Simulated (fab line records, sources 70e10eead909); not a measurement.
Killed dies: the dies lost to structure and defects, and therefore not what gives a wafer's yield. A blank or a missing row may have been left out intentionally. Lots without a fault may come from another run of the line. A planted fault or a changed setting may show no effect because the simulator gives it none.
What tool caused it?    flow nandHarc    6 lots (18 wafers sampled), 1 step of a 1302-step route

== WHAT THE GAUGES SHOWED, per wafer ==
NHARC_A_M0_CD_MEAS_09 targets a cd of 80 nm.
lot   measured      on        cdNm (nm)
L402  day 23 13:16  cdSem-03  78.6 79.8 79.3
L403  day 23 21:19  cdSem-03  79.7 80.6 78.5
L407  day 25 22:46  cdSem-02  81.1 81.2 81.5
L408  day 26 13:52  cdSem-02  79.8 79.6 78.9
L411  day 27 05:29  cdSem-01  80.8 79.7 80.0
L419  day 30 10:47  cdSem-01  79.9 79.7 80.7

== TOOL THAT RAN EACH LOT (tool first, then ch and the chambers of the sampled wafers, then the start) ==
The record holds no process step before these readings.

== THE ANSWER, worked out from the rows above alone ==
Rule: usual is defined by the lots themselves. The widest of any qualifying gaps counts: lots, ordered by their means at a reading, are off when they make up no more than a third of the lots, leave a main group of 4 or more, and stand apart from it by 3 or more times the standard deviation of that group's means. If all means in a main group match to the digits the tables above print for the reading, that group is not used. A lot without any number at a reading at which 4 lots or more have one is off too. All remaining lots with rows at the step are treated as sound.
No lot is off at any reading shown: from this, nothing can be told.

== WHAT THE SIMULATOR HAD INSERTED ==
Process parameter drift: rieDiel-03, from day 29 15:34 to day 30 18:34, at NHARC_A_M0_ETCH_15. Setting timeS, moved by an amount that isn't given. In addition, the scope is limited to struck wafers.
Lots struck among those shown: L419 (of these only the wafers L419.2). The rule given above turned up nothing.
